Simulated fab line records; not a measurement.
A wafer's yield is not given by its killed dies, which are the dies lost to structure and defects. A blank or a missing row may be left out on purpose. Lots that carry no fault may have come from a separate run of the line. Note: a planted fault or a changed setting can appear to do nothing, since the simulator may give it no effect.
fab line records	flow nand_harc
[record] lots = 13	wafers = 39	last_day = 33
route steps=1302 shown A_STAIRCASE@785 END@1302
lots with no fault: from the same line, run without faults
start_h: hours from the record's opening day to when the first of the lot's shown wafers began	wait_h: hours elapsed since this lot's preceding step	" as in the row above	L1.1+2: one row covering several wafers at once	- either no value or no given start	* or withheld: withheld	< > ~ a bound
route shown NAME@n: a module of which the file shows steps, and the number in the route of the first	usual: mean and standard deviation over wafers with no fault	same: alike in all rows	chamber/n: place in a boat	sites: per-site readings	_std_site: how widely they spread, as a standard deviation	_edge_site: inner sites' mean taken away from outer sites' mean	radius_mm: how far each site lies from the wafer's centre	mask NAME#n: copy n	behind: the most recent tool/chamber to have shaped the wafer	hold: reason for holding the lot/hours on hold/outcome of the hold	device: whichever transistor did not switch (one of n, p or np)	end of line: at the end of the route, the tests of the same wafers	a step given without rows: its recipe and nothing more	killed: the dies lost at the first sort to structure and to defects; this is not the yield of the wafer	map: the dies of a wafer, with x for killed, . for not killed, _ for no die there
set.NAME: the setting as run; set.NAME@STEP: as run at that earlier step	model.NAME: the simulator's own value behind a step, which no gauge read
one table for each step of the route and one row for each wafer, over a sample of lots
services: when a tool's chamber went out of use (start_h, in hours from the record's first day, below 0 if earlier), for how many hours, and the reason
[[steps]]
[step NHARC_A_STAIRCASE_ETCH_271]
[recipe] cf4_flow_sccm = 100	chf3_flow_sccm = 30	ar_flow_sccm = 0	rf_w = 500	bias_w = 200	chemistry = CF4/CHF3
[usual] drypump_motor_current_A = 5.8/0.45	oes_product_au = 0.948/0.019	rf_vpp_V = 370.9/2.7	showerhead_plenum_p_Torr = 1.58/0.077	throttle_valve_pct = 16.802/0.0098
lot.wafer	tool	chamber	start_h	wait_h	drypump_motor_current_A	oes_product_au	rf_hours_counter_h	rf_vpp_V	showerhead_plenum_p_Torr	throttle_valve_pct
L254.4	rie_diel-11	0	367.95	0.1	5.3	0.944	26	374.2	1.67	16.793
L254.2	"	1	"	"	5.4	0.930	27	371.2	1.61	16.799
L254.6	"	2	"	"	6.0	0.937	-	367.4	1.46	16.816
L255.4	rie_diel-11	2	379.76	0.2	6.1	0.949	35	367.3	1.46	16.778
L255.2	"	3	"	"	6.3	0.926	33	368.6	1.50	16.814
L255.6	"	1	"	"	5.4	0.951	-	371.6	1.61	16.794
L261.1	rie_diel-02	3	440.44	0.1	5.3	0.923	17	371.1	1.56	16.794
L261.3	"	1	"	"	5.4	0.924	12	373.5	1.66	16.793
L261.6	"	3	"	"	5.2	0.942	-	370.8	1.56	16.801
L260.2	rie_diel-10	1	441.79	0.1	6.5	0.964	4	368.0	1.51	16.793
L260.1	"	2	"	"	5.1	0.963	4	374.8	1.70	16.806
L260.3	"	3	"	"	6.7	0.978	2	374.4	1.63	16.806
L263.2	rie_diel-11	3	462.35	0.3	6.2	0.942	5	367.7	1.49	16.812
L263.4	"	1	"	"	5.4	0.953	5	372.4	1.61	16.812
L263.5	"	3	"	"	6.2	0.946	-	367.8	1.49	16.796
L268.3	rie_diel-11	0	512.33	0.1	5.4	0.948	17	374.2	1.66	16.806
L268.1	"	2	"	"	6.0	0.959	17	375.3	1.70	16.813
L268.5	"	3	"	"	6.2	0.964	-	366.9	1.49	16.807
L267.3	rie_diel-02	1	521.78	0.2	5.3	0.928	43	374.2	1.66	16.802
L267.5	"	3	"	"	5.3	0.944	-	369.9	1.55	16.798
L267.6	"	0	"	"	6.0	0.907	-	365.3	1.48	16.813
L269.2	rie_diel-11	1	529.44	0.1	5.4	0.950	24	372.7	1.60	16.820
L269.4	"	2	"	"	6.0	0.954	25	373.9	1.69	16.797
L269.6	"	0	"	"	5.4	0.961	-	373.0	1.66	16.800
L271.2	rie_diel-11	1	542.17	0.1	5.4	0.975	29	371.5	1.60	16.805
L271.6	"	3	"	"	6.2	0.973	-	367.2	1.49	16.814
L271.5	"	0	"	"	5.3	0.966	-	372.4	1.66	16.789
L273.4	rie_diel-11	2	558.69	0.1	6.0	0.980	29	375.9	1.69	16.795
L273.3	"	1	"	"	5.4	0.975	32	369.8	1.60	16.780
L273.5	"	2	"	"	6.0	0.979	-	374.5	1.69	16.806
L275.2	rie_diel-10	3	575.73	0.1	6.8	0.940	43	371.4	1.62	16.798
L275.1	"	2	"	"	5.1	0.957	54	372.9	1.69	16.808
L275.6	"	0	"	"	5.5	0.945	-	372.2	1.61	16.800
L277.3	rie_diel-11	3	592.63	0.1	6.2	0.931	42	367.9	1.48	16.808
L277.4	"	1	"	"	5.4	0.933	45	371.7	1.60	16.790
L277.6	"	3	"	"	6.2	0.925	-	367.3	1.48	16.792
L276.2	rie_diel-02	2	593.46	0.1	6.2	0.972	4	371.9	1.61	16.816
L276.6	"	1	"	"	5.3	0.963	-	373.0	1.65	16.800
L276.5	"	2	"	"	6.2	0.966	-	372.4	1.61	16.784
[step NHARC_A_STAIRCASE_ETCH_273]
[recipe] target_depth_a = 1.02e+05	time_s = 2468.6	ion_energy_ev = 800	c4f8_flow_sccm = 80	o2_flow_sccm = 60	ar_flow_sccm = withheld	rf_w = 600	bias_w = 3000	chemistry = C4F8/O2/Ar
[usual] oes_product_au = 0.932/0.01	rf_vpp_V = 1828/13
lot.wafer	tool	chamber	start_h	wait_h	oes_product_au	rf_hours_counter_h	rf_vpp_V
L254.4	rie_diel-11	1	-	-	0.926	27	1834
L254.2	"	2	"	"	0.935	30	1807
L254.6	"	0	"	"	0.934	-	1843
L255.2	rie_diel-11	0	-	-	0.937	34	1839
L255.4	"	1	"	"	0.936	35	1834
L255.6	"	3	"	"	0.928	-	1815
L261.1	rie_diel-02	1	-	-	0.937	12	1842
L261.3	"	0	"	"	0.922	15	1812
L261.6	"	1	"	"	0.925	-	1840
L260.2	rie_diel-10	0	-	-	0.933	3	1834
L260.1	"	1	"	"	0.940	4	1817
L260.3	"	2	"	"	0.935	4	1848
L263.4	rie_diel-11	1	-	-	0.954	6	1832
L263.2	"	3	"	"	0.933	6	1813
L263.5	"	0	"	"	0.926	-	1842
L268.1	rie_diel-11	3	-	-	0.940	16	1812
L268.3	"	0	"	"	0.932	17	1842
L268.5	"	1	"	"	0.943	-	1831
L267.3	rie_diel-02	2	-	-	0.922	44	1834
L267.6	"	1	"	"	0.933	-	1840
L267.5	"	2	"	"	0.927	-	1834
L269.2	rie_diel-11	3	-	-	0.944	24	1813
L269.4	"	2	"	"	0.949	26	1846
L269.6	"	0	"	"	0.938	-	1840
L271.2	rie_diel-11	3	-	-	0.927	29	1811
L271.5	"	3	"	"	0.919	-	1812
L271.6	"	0	"	"	0.913	-	1840
L273.4	rie_diel-11	0	-	-	0.934	33	1840
L273.3	"	3	"	"	0.937	34	1814
L273.5	"	1	"	"	0.941	-	1829
L275.2	rie_diel-10	1	-	-	0.927	54	1814
L275.1	"	2	"	"	0.933	55	1844
L275.6	"	1	"	"	0.939	-	1814
L277.4	rie_diel-11	2	-	-	0.925	39	1844
L277.3	"	0	"	"	0.926	45	1840
L277.6	"	1	"	"	0.944	-	1831
L276.2	rie_diel-02	2	-	-	0.922	4	1833
L276.6	"	3	"	"	0.920	-	1823
L276.5	"	0	"	"	0.934	-	1809
[step NHARC_A_STAIRCASE_HM_DEP_459]
[recipe] target_thk_a = 15000	temp_c = 400	material = aC
[usual] throttle_valve_pct = 35.000/0.0088
lot.wafer	tool	chamber	start_h	wait_h	throttle_valve_pct
L254.2	acl_dep-03	0	372.44	1.6	34.999
L254.4	"	0	"	"	34.997
L254.6	"	0	"	"	35.007
L255.2	acl_dep-03	0	385.06	1.1	35.007
L255.4	"	0	"	"	35.009
L255.6	"	0	"	"	34.980
L261.1	acl_dep-01	0	446.05	2.6	35.004
L261.3	"	0	"	"	34.999
L261.6	"	0	"	"	34.991
L260.1	acl_dep-02	0	448.43	3.8	34.991
L260.2	"	0	"	"	35.008
L260.3	"	0	"	"	35.003
L263.2	acl_dep-01	0	467.70	2.1	35.016
L263.4	"	0	"	"	34.986
L263.5	"	0	"	"	34.986
L268.1	acl_dep-01	0	515.31	0.1	35.019
L268.3	"	0	"	"	35.005
L268.5	"	0	"	"	34.996
L267.3	acl_dep-03	0	526.11	0.7	34.983
L267.5	"	0	"	"	35.016
L267.6	"	0	"	"	34.987
L269.2	acl_dep-02	0	533.81	1.4	34.985
L269.4	"	0	"	"	35.005
L269.6	"	0	"	"	35.000
L271.2	acl_dep-01	0	545.89	0.4	35.009
L271.5	"	0	"	"	35.010
L271.6	"	0	"	"	35.005
L273.3	acl_dep-03	0	562.41	0.7	34.983
L273.4	"	0	"	"	35.005
L273.5	"	0	"	"	35.002
L275.1	acl_dep-01	0	580.27	1.0	34.999
L275.2	"	0	"	"	34.997
L275.6	"	0	581.81	2.5	35.007
L277.3	acl_dep-02	0	598.62	3.1	34.995
L277.4	"	0	"	"	34.999
L277.6	"	0	"	"	35.010
L276.2	acl_dep-03	0	598.80	2.5	34.992
L276.5	"	0	"	"	34.999
L276.6	"	0	"	"	34.997
[step NHARC_A_STAIRCASE_DEP_301]
[recipe] target_thk_a = 300	target_thk_nm = 30	temp_c = 400	pressure_torr = 3.5	flow_sccm = 200	rf_w = 350	material = SiON
[usual] heater_power_w = 725/84	rf_fwd_power_W = 348.5/1	showerhead_vpp_V = 1209/59
lot.wafer	tool	chamber	start_h	wait_h	heater_power_w	rf_fwd_power_W	showerhead_vpp_V
L254.2	pecvd-04	0	380.55	1.3	695	348.1	1232
L254.6	"	2	"	"	826	347.7	1214
L254.4	"	0	"	"	693	348.7	1245
L255.2	pecvd-02	1	391.66	1.2	689	348.9	1159
L255.4	"	1	"	"	679	347.3	1150
L255.6	"	2	"	"	729	347.5	1342
L261.3	pecvd-03	1	454.76	1.0	769	346.7	1129
L261.1	"	2	"	"	636	350.7	1183
L261.6	"	2	"	"	618	349.1	1194
L260.1	pecvd-02	2	460.84	1.5	846	349.0	1325
L260.2	"	0	"	"	615	210.3	891
L260.3	"	1	"	"	698	349.1	1142
L263.2	pecvd-02	1	475.12	1.3	731	347.9	1142
L263.4	"	1	"	"	719	348.5	1149
L263.5	"	0	"	"	611	208.8	885
L268.1	pecvd-04	0	522.63	1.6	654	349.8	1238
L268.3	"	2	"	"	767	350.1	1226
L268.5	"	2	"	"	739	349.8	1217
L267.3	pecvd-04	2	535.26	1.0	837	349.4	1184
L267.6	"	1	"	"	817	347.9	1192
L267.5	"	2	"	"	836	351.2	1208
L269.2	pecvd-02	1	543.68	1.3	767	348.6	1122
L269.6	"	1	"	"	757	348.8	1150
L269.4	"	2	"	"	825	347.4	1329
L271.2	pecvd-04	0	554.30	1.3	618	349.5	1249
L271.6	"	0	"	"	604	349.4	1212
L271.5	"	1	"	"	703	348.1	1197
L273.3	pecvd-02	0	568.66	0.9	570	348.0	1142
L273.5	"	1	"	"	713	348.7	1160
L273.4	"	2	"	"	733	349.2	1355
L275.1	pecvd-02	1	587.34	1.6	757	348.4	1154
L275.2	"	2	"	"	820	347.8	1340
L275.6	"	1	"	"	776	351.4	1160
L277.3	pecvd-02	0	605.93	0.9	617	348.8	1140
L277.6	"	0	"	"	593	348.0	1140
L277.4	"	2	"	"	851	348.7	1349
L276.2	pecvd-03	0	608.06	1.3	701	349.2	1232
L276.5	"	1	"	"	831	349.4	1139
L276.6	"	2	"	"	615	350.2	1216
[step NHARC_END_SORT_01]
[recipe] temp_c = 25
[usual] killed_at_array = 55/12	killed_at_other = 1.0/1.2	killed_at_periphery = 3.9/2.6	killed_dies = 60/12	killed_open = 3.3/1.9	killed_short = 2.5/1.8
[same] gross_dies = 677
lot.wafer	tool	chamber	start_h	wait_h	killed_at_array	killed_at_other	killed_at_periphery	killed_dies	killed_open	killed_short
L254.2	prober-02	0	558.64	2.8	37	1	9	47	0	1
L254.4	prober-02	0	560.26	3.4	50	0	7	57	6	3
L254.6	prober-02	0	561.88	4.0	36	1	8	45	4	1
L255.2	prober-01	0	576.23	2.8	66	0	2	68	2	1
L255.4	prober-01	0	577.84	3.4	70	1	3	74	2	3
L255.6	prober-01	0	579.45	4.0	72	0	2	74	1	2
L261.1	prober-01	0	631.41	2.5	47	1	5	53	3	0
L261.3	prober-01	0	632.99	3.1	62	1	1	64	0	0
L261.6	prober-01	0	635.37	4.0	57	1	5	63	1	3
L260.1	prober-02	0	640.49	2.5	47	0	5	52	3	1
L260.2	prober-02	0	641.29	2.8	46	3	6	55	2	2
L260.3	prober-02	0	642.08	3.1	51	4	7	62	4	3
L263.2	prober-02	0	654.64	2.8	57	2	8	67	9	5
L263.4	prober-02	0	656.24	3.4	51	4	14	69	7	3
L263.5	prober-02	0	657.04	3.7	54	1	4	59	6	2
L268.1	prober-01	0	705.69	2.5	37	0	5	42	5	3
L268.3	prober-01	0	707.30	3.1	49	0	1	50	5	5
L268.5	prober-01	0	708.90	3.7	43	0	3	46	4	2
L267.3	prober-02	0	716.10	3.1	59	1	2	62	4	3
L267.5	prober-02	0	717.71	3.7	52	0	2	54	5	1
L267.6	prober-02	0	718.51	4.0	52	2	1	55	2	1
L269.2	prober-01	0	724.87	2.8	66	6	3	75	4	4
L269.4	prober-01	0	726.45	3.4	66	3	1	70	0	2
L269.6	prober-01	0	728.03	4.0	64	4	1	69	2	4
L271.2	prober-01	0	732.65	2.8	52	0	3	55	5	0
L271.5	prober-01	0	735.07	3.7	58	1	4	63	4	1
L271.6	prober-01	0	735.88	4.0	52	0	8	60	4	0
L273.3	prober-02	0	746.71	3.1	38	0	0	38	3	2
L273.4	prober-02	0	747.53	3.5	38	0	6	44	3	6
L273.5	prober-02	0	748.35	3.8	43	0	1	44	6	6
L275.1	prober-02	0	766.97	2.5	44	1	3	48	3	6
L275.2	prober-02	0	767.76	2.8	50	2	1	53	4	6
L275.6	prober-02	0	770.92	4.0	56	2	4	62	5	5
L276.2	prober-02	0	777.66	2.8	75	0	3	78	1	3
L276.5	prober-02	0	780.04	3.7	61	0	4	65	3	4
L276.6	prober-02	0	780.83	4.0	66	0	3	69	3	2
L277.3	prober-01	0	778.46	3.1	56	0	4	60	4	2
L277.4	prober-01	0	779.26	3.4	66	0	8	74	3	1
L277.6	prober-01	0	780.86	4.0	59	0	3	62	5	2
// killed by level:class
L254.2 A_SLIT:chamber_film_flake=17 P_GATE:chamber_film_flake=7 A_CHANNEL_HOLE_D2:chamber_film_flake=5 A_CHANNEL_FILL_D1:chamber_film_flake=4 A_STAIRCASE:chamber_film_flake=3 A_CONTACT:chamber_film_flake=3 P_M1:chamber_film_flake=2 A_ZERO_WELL:chamber_film_flake=2
L254.4 A_SLIT:chamber_film_flake=25 A_CHANNEL_HOLE_D2:chamber_film_flake=7 P_M1:chamber_film_flake=4 P_GATE:chamber_film_flake=2 A_ZERO_WELL:chamber_film_flake=2 A_WL_FILL:chamber_film_flake=2 A_M1:chamber_film_flake=2 A_SOURCE_PLATE:geometric_particle:open=1
L254.6 A_SLIT:chamber_film_flake=24 P_M1:chamber_film_flake=5 P_GATE:chamber_film_flake=3 A_CHANNEL_HOLE_D1:chamber_film_flake=2 A_CHANNEL_HOLE_D2:chamber_film_flake=2 A_WL_FILL:chamber_film_flake=2 A_SOURCE_PLATE:geometric_particle:open=1 A_CHANNEL_HOLE_D2:geometric_particle:short=1
L255.2 A_CHANNEL_HOLE_D2:chamber_film_flake=28 A_SLIT:chamber_film_flake=24 A_STAIRCASE:chamber_film_flake=5 A_CONTACT:chamber_film_flake=3 A_CHANNEL_HOLE_D1:chamber_film_flake=2 P_CONTACT:geometric_particle:open=1 A_CHANNEL_FILL_D2:geometric_particle:open=1 A_WL_FILL:geometric_particle:short=1
L255.4 A_CHANNEL_HOLE_D2:chamber_film_flake=27 A_SLIT:chamber_film_flake=26 A_CONTACT:chamber_film_flake=5 A_STAIRCASE:chamber_film_flake=4 P_ZERO_WELL:chamber_film_flake=2 A_CHANNEL_HOLE_D1:chamber_film_flake=2 P_STI:geometric_particle:open=1 A_ONON_D1:geometric_particle:short=1
L255.6 A_SLIT:chamber_film_flake=28 A_CHANNEL_HOLE_D2:chamber_film_flake=25 A_CONTACT:chamber_film_flake=11 A_STAIRCASE:chamber_film_flake=3 A_CHANNEL_HOLE_D1:chamber_film_flake=2 A_ONON_D1:geometric_particle:open=1 A_ONON_D1:geometric_particle:short=1 A_CHANNEL_FILL_D1:geometric_particle:short=1
L261.1 A_CHANNEL_HOLE_D1:chamber_film_flake=24 A_CHANNEL_HOLE_D2:chamber_film_flake=13 P_BONDPAD:chamber_film_flake=3 A_CONTACT:chamber_film_flake=3 A_BONDPAD:chamber_film_flake=3 A_ONON_D1:geometric_particle:open=1 A_DECK1_JOINT:geometric_particle:open=1 A_M0:geometric_particle:open=1
L261.3 A_CHANNEL_HOLE_D1:chamber_film_flake=34 A_CHANNEL_HOLE_D2:chamber_film_flake=14 A_STAIRCASE:chamber_film_flake=4 A_CONTACT:chamber_film_flake=3 A_BONDPAD:chamber_film_flake=3 A_CHANNEL_FILL_D2:chamber_film_flake=2 P_BONDPAD:chamber_film_flake=1 A_SLIT:chamber_film_flake=1
L261.6 A_CHANNEL_HOLE_D1:chamber_film_flake=31 A_CHANNEL_HOLE_D2:chamber_film_flake=14 P_BONDPAD:chamber_film_flake=5 A_WL_FILL:chamber_film_flake=2 A_CONTACT:chamber_film_flake=2 A_CHANNEL_FILL_D1:geometric_particle:short=1 A_ONON_D2:geometric_particle:short=1 A_CHANNEL_FILL_D2:geometric_particle:short=1
L260.1 A_CHANNEL_HOLE_D2:chamber_film_flake=28 A_CONTACT:chamber_film_flake=6 A_DECK1_JOINT:chamber_film_flake=4 A_CHANNEL_HOLE_D1:chamber_film_flake=3 P_BONDPAD:chamber_film_flake=2 P_M0:geometric_particle:open=1 A_ONON_D2:geometric_particle:open=1 A_CHANNEL_FILL_D2:geometric_particle:open=1
L260.2 A_CHANNEL_HOLE_D2:chamber_film_flake=25 A_CONTACT:chamber_film_flake=6 A_CHANNEL_HOLE_D1:chamber_film_flake=5 THIN_TSV:chamber_film_flake=3 P_STI:chamber_film_flake=2 P_GATE:chamber_film_flake=2 A_STAIRCASE:chamber_film_flake=2 A_WL_FILL:chamber_film_flake=2
L260.3 A_CHANNEL_HOLE_D2:chamber_film_flake=34 A_CHANNEL_HOLE_D1:chamber_film_flake=4 THIN_TSV:chamber_film_flake=4 P_BONDPAD:chamber_film_flake=3 A_CONTACT:chamber_film_flake=3 A_WL_FILL:geometric_particle:short=2 P_GATE:chamber_film_flake=2 A_WL_FILL:chamber_film_flake=2
L263.2 A_SLIT:chamber_film_flake=23 A_CHANNEL_HOLE_D2:chamber_film_flake=13 A_CONTACT:chamber_film_flake=4 A_ONON_D1:geometric_particle:open=3 A_CHANNEL_HOLE_D1:chamber_film_flake=3 A_ONON_D1:geometric_particle:short=2 P_STI:chamber_film_flake=2 P_CONTACT:chamber_film_flake=2
L263.4 A_SLIT:chamber_film_flake=20 A_CHANNEL_HOLE_D2:chamber_film_flake=14 A_CHANNEL_HOLE_D1:chamber_film_flake=5 P_CONTACT:chamber_film_flake=4 A_CONTACT:chamber_film_flake=4 THIN_TSV:chamber_film_flake=4 P_GATE:geometric_particle:open=3 P_M2:chamber_film_flake=3
L263.5 A_SLIT:chamber_film_flake=30 A_CHANNEL_HOLE_D2:chamber_film_flake=12 A_ONON_D2:geometric_particle:open=2 P_CONTACT:chamber_film_flake=2 A_CONTACT:chamber_film_flake=2 P_M0:geometric_particle:open=1 A_SOURCE_PLATE:geometric_particle:open=1 A_ONON_D1:geometric_particle:open=1
L268.1 A_CHANNEL_HOLE_D2:chamber_film_flake=17 A_CHANNEL_HOLE_D1:chamber_film_flake=6 A_SLIT:chamber_film_flake=3 P_GATE:geometric_particle:open=2 A_CHANNEL_FILL_D1:geometric_particle:short=2 A_ZERO_WELL:chamber_film_flake=2 A_CONTACT:chamber_film_flake=2 A_SOURCE_PLATE:geometric_particle:open=1
L268.3 A_CHANNEL_HOLE_D2:chamber_film_flake=24 A_CHANNEL_HOLE_D1:chamber_film_flake=6 A_SLIT:chamber_film_flake=3 A_DECK1_JOINT:geometric_particle:open=2 A_WL_FILL:geometric_particle:short=2 A_SGD_CUT:chamber_film_flake=2 A_CONTACT:chamber_film_flake=2 A_ONON_D1:geometric_particle:short=1
L268.5 A_CHANNEL_HOLE_D2:chamber_film_flake=19 A_CHANNEL_HOLE_D1:chamber_film_flake=8 A_CONTACT:chamber_film_flake=5 A_SLIT:chamber_film_flake=4 A_CHANNEL_FILL_D2:chamber_film_flake=2 P_STI:geometric_particle:short=1 P_M2:geometric_particle:open=1 A_DECK1_JOINT:geometric_particle:short=1
L267.3 A_CHANNEL_HOLE_D1:chamber_film_flake=28 A_CHANNEL_HOLE_D2:chamber_film_flake=20 A_CHANNEL_FILL_D1:geometric_particle:short=2 A_CHANNEL_HOLE_D2:geometric_particle:open=2 A_CHANNEL_FILL_D2:chamber_film_flake=2 A_SLIT:chamber_film_flake=2 P_M0:geometric_particle:open=1 A_CHANNEL_FILL_D2:geometric_particle:short=1
L267.5 A_CHANNEL_HOLE_D1:chamber_film_flake=24 A_CHANNEL_HOLE_D2:chamber_film_flake=20 P_M0:geometric_particle:open=2 A_SLIT:chamber_film_flake=2 A_ONON_D2:geometric_particle:short=1 A_CHANNEL_HOLE_D2:geometric_particle:open=1 A_BLC:geometric_particle:open=1 A_M0:geometric_particle:open=1
L267.6 A_CHANNEL_HOLE_D1:chamber_film_flake=30 A_CHANNEL_HOLE_D2:chamber_film_flake=18 A_SLIT:chamber_film_flake=2 P_CONTACT:geometric_particle:open=1 STARTING-WAFER:geometric_particle:open=1 STARTING-WAFER:geometric_particle:short=1 A_WL_FILL:chamber_film_flake=1 A_CONTACT:chamber_film_flake=1
L269.2 A_SLIT:chamber_film_flake=30 A_CHANNEL_HOLE_D1:chamber_film_flake=24 THIN_TSV:chamber_film_flake=6 A_WL_FILL:chamber_film_flake=3 A_CONTACT:chamber_film_flake=2 P_ZERO_WELL:geometric_particle:short=1 P_M0:geometric_particle:open=1 A_ONON_D1:geometric_particle:short=1
L269.4 A_SLIT:chamber_film_flake=32 A_CHANNEL_HOLE_D1:chamber_film_flake=30 THIN_TSV:chamber_film_flake=3 A_SOURCE_PLATE:geometric_particle:short=1 A_DECK1_JOINT:geometric_particle:short=1 P_GATE:chamber_film_flake=1 A_DECK1_JOINT:chamber_film_flake=1 A_WL_FILL:chamber_film_flake=1
L269.6 A_SLIT:chamber_film_flake=28 A_CHANNEL_HOLE_D1:chamber_film_flake=24 THIN_TSV:chamber_film_flake=4 A_CONTACT:chamber_film_flake=3 A_ONON_D1:geometric_particle:short=2 A_STAIRCASE:chamber_film_flake=2 P_M0:geometric_particle:open=1 A_ONON_D2:geometric_particle:short=1
L271.2 A_SLIT:chamber_film_flake=30 A_CHANNEL_HOLE_D1:chamber_film_flake=11 P_STI:chamber_film_flake=3 A_CONTACT:chamber_film_flake=3 A_CHANNEL_FILL_D1:chamber_film_flake=2 A_ONON_D1:geometric_particle:open=1 A_CHANNEL_FILL_D1:geometric_particle:open=1 A_ONON_D2:geometric_particle:open=1
L271.5 A_SLIT:chamber_film_flake=35 A_CHANNEL_HOLE_D1:chamber_film_flake=10 A_STAIRCASE:chamber_film_flake=3 A_CONTACT:chamber_film_flake=3 A_M0:geometric_particle:open=2 P_GATE:chamber_film_flake=2 A_WL_FILL:chamber_film_flake=2 P_M2:geometric_particle:open=1
L271.6 A_SLIT:chamber_film_flake=33 A_CHANNEL_HOLE_D1:chamber_film_flake=11 A_CONTACT:chamber_film_flake=5 P_STI:chamber_film_flake=4 P_M0:geometric_particle:open=2 A_STAIRCASE:chamber_film_flake=2 P_CONTACT:geometric_particle:open=1 A_CHANNEL_HOLE_D2:geometric_particle:open=1
L273.3 A_CHANNEL_HOLE_D1:chamber_film_flake=10 A_CONTACT:chamber_film_flake=9 A_STAIRCASE:chamber_film_flake=4 A_SLIT:chamber_film_flake=4 A_ZERO_WELL:chamber_film_flake=2 A_WL_FILL:chamber_film_flake=2 A_CHANNEL_FILL_D1:geometric_particle:open=1 A_DECK1_JOINT:geometric_particle:open=1
L273.4 A_CHANNEL_HOLE_D1:chamber_film_flake=13 A_CONTACT:chamber_film_flake=10 A_SLIT:chamber_film_flake=4 P_GATE:geometric_particle:short=3 A_STAIRCASE:chamber_film_flake=3 A_DECK1_JOINT:chamber_film_flake=2 A_WL_FILL:chamber_film_flake=2 P_CONTACT:geometric_particle:open=1
L273.5 A_CONTACT:chamber_film_flake=10 A_CHANNEL_HOLE_D1:chamber_film_flake=7 A_SLIT:chamber_film_flake=6 A_CHANNEL_FILL_D2:geometric_particle:short=4 A_DECK1_JOINT:chamber_film_flake=3 A_STAIRCASE:chamber_film_flake=3 A_WL_FILL:geometric_particle:short=2 A_WL_FILL:geometric_particle:open=2
L275.1 A_CHANNEL_HOLE_D2:chamber_film_flake=25 A_SLIT:chamber_film_flake=4 A_WL_FILL:geometric_particle:short=3 P_STI:chamber_film_flake=2 A_CONTACT:chamber_film_flake=2 A_ONON_D1:geometric_particle:open=1 A_CHANNEL_FILL_D1:geometric_particle:open=1 A_CHANNEL_FILL_D1:geometric_particle:short=1
L275.2 A_CHANNEL_HOLE_D2:chamber_film_flake=23 A_SLIT:chamber_film_flake=7 A_ZERO_WELL:chamber_film_flake=3 A_CONTACT:chamber_film_flake=3 A_STAIRCASE:chamber_film_flake=3 A_WL_FILL:geometric_particle:short=2 A_WL_FILL:geometric_particle:open=2 A_M0:geometric_particle:short=2
L275.6 A_CHANNEL_HOLE_D2:chamber_film_flake=34 A_SLIT:chamber_film_flake=6 A_CONTACT:chamber_film_flake=5 A_DECK1_JOINT:geometric_particle:short=2 A_WL_FILL:geometric_particle:short=2 A_STAIRCASE:chamber_film_flake=2 THIN_TSV:chamber_film_flake=2 P_CONTACT:geometric_particle:open=1
L276.2 A_CHANNEL_HOLE_D2:chamber_film_flake=30 A_CHANNEL_HOLE_D1:chamber_film_flake=18 A_CONTACT:chamber_film_flake=11 A_STAIRCASE:chamber_film_flake=6 A_SLIT:chamber_film_flake=4 A_DECK1_JOINT:chamber_film_flake=3 P_GATE:chamber_film_flake=2 P_M1:geometric_particle:short=1
L277.3 A_SLIT:chamber_film_flake=30 A_CHANNEL_HOLE_D1:chamber_film_flake=8 A_STAIRCASE:chamber_film_flake=6 A_CONTACT:chamber_film_flake=5 A_ONON_D2:geometric_particle:open=2 P_M0:chamber_film_flake=2 P_GATE:geometric_particle:open=1 A_ONON_D2:geometric_particle:short=1
L277.4 A_SLIT:chamber_film_flake=31 A_STAIRCASE:chamber_film_flake=11 A_CHANNEL_HOLE_D1:chamber_film_flake=10 A_CHANNEL_FILL_D1:chamber_film_flake=9 P_M0:chamber_film_flake=3 A_CONTACT:chamber_film_flake=3 P_GATE:geometric_particle:open=2 P_CONTACT:geometric_particle:open=1
L276.5 A_CHANNEL_HOLE_D2:chamber_film_flake=28 A_CHANNEL_HOLE_D1:chamber_film_flake=11 A_CONTACT:chamber_film_flake=8 A_SLIT:chamber_film_flake=5 A_CHANNEL_FILL_D2:geometric_particle:open=2 P_GATE:chamber_film_flake=2 A_STAIRCASE:chamber_film_flake=2 P_CONTACT:geometric_particle:short=1
L276.6 A_CHANNEL_HOLE_D2:chamber_film_flake=26 A_CONTACT:chamber_film_flake=12 A_CHANNEL_HOLE_D1:chamber_film_flake=11 A_SLIT:chamber_film_flake=7 A_DECK1_JOINT:chamber_film_flake=4 P_GATE:chamber_film_flake=2 A_STAIRCASE:chamber_film_flake=2 P_M1:geometric_particle:short=1
L277.6 A_SLIT:chamber_film_flake=31 A_CHANNEL_HOLE_D1:chamber_film_flake=11 A_STAIRCASE:chamber_film_flake=3 A_CONTACT:chamber_film_flake=3 A_WL_FILL:geometric_particle:open=2 A_WL_FILL:chamber_film_flake=2 A_ONON_D2:geometric_particle:open=1 A_CHANNEL_FILL_D2:geometric_particle:short=1
[[services]]
tool	chamber	start_h	hours	kind
pecvd-04	2	347.69	5.7	repair
acl_dep-01	-	368.37	13.0	pm
rie_diel-10	1	384.00	18.2	repair
rie_diel-02	-	394.10	9.0	pm
acl_dep-02	-	407.23	1.4	repair
pecvd-02	-	408.13	13.0	pm
rie_diel-10	-	421.83	9.0	pm
acl_dep-02	-	424.15	13.0	pm
acl_dep-03	-	428.14	0.9	repair
rie_diel-10	1	444.88	5.8	repair
pecvd-04	-	450.44	13.0	pm
pecvd-02	-	481.12	0.6	repair
acl_dep-03	-	484.72	13.0	pm
rie_diel-11	2	494.38	2.8	repair
pecvd-04	1	506.66	11.5	repair
rie_diel-02	-	529.25	1.3	repair
rie_diel-11	2	531.46	11.6	repair
acl_dep-01	-	553.13	13.0	pm
rie_diel-10	3	562.48	11.0	repair
pecvd-04	2	582.05	17.2	repair
pecvd-02	-	589.13	13.0	pm
rie_diel-10	-	601.03	9.0	pm
rie_diel-02	0	602.62	32.6	repair
acl_dep-02	-	605.91	13.0	pm
[[key]]
[first_sign] step = NHARC_A_STAIRCASE_DEP_301	reading = rf_fwd_power_W	direction = down	sigmas = 99+	usual = *	struck = *
[effect] step = NHARC_A_STAIRCASE_DEP_301	reading = showerhead_vpp_V	direction = down	sigmas = 5.4	usual = 1209	struck = 888
met_at NHARC_A_STAIRCASE_DEP_301
struck_lots L260,L263
struck_wafers L260.2,L263.5
tester_left_out L260,L263
not_acting_at NHARC_A_STAIRCASE_ETCH_271,NHARC_A_STAIRCASE_ETCH_273,NHARC_A_STAIRCASE_HM_DEP_459
[fault] kind = process_parameter_drift	tool = pecvd-02	chamber = 0	onset_h = 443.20	steps = NHARC_A_STAIRCASE_DEP_301	channel = rf_w	offset = *	shape = step	end_h = 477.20	acts_in = *	stated = *
// tester_left_out: of these lots the tester's yield and bins aren't shown, on N5 and GAA mostly nor the transistor test; their killed dies are dies lost to structure and defects alone, not to doping, threshold or leakage, so they don't give the yield
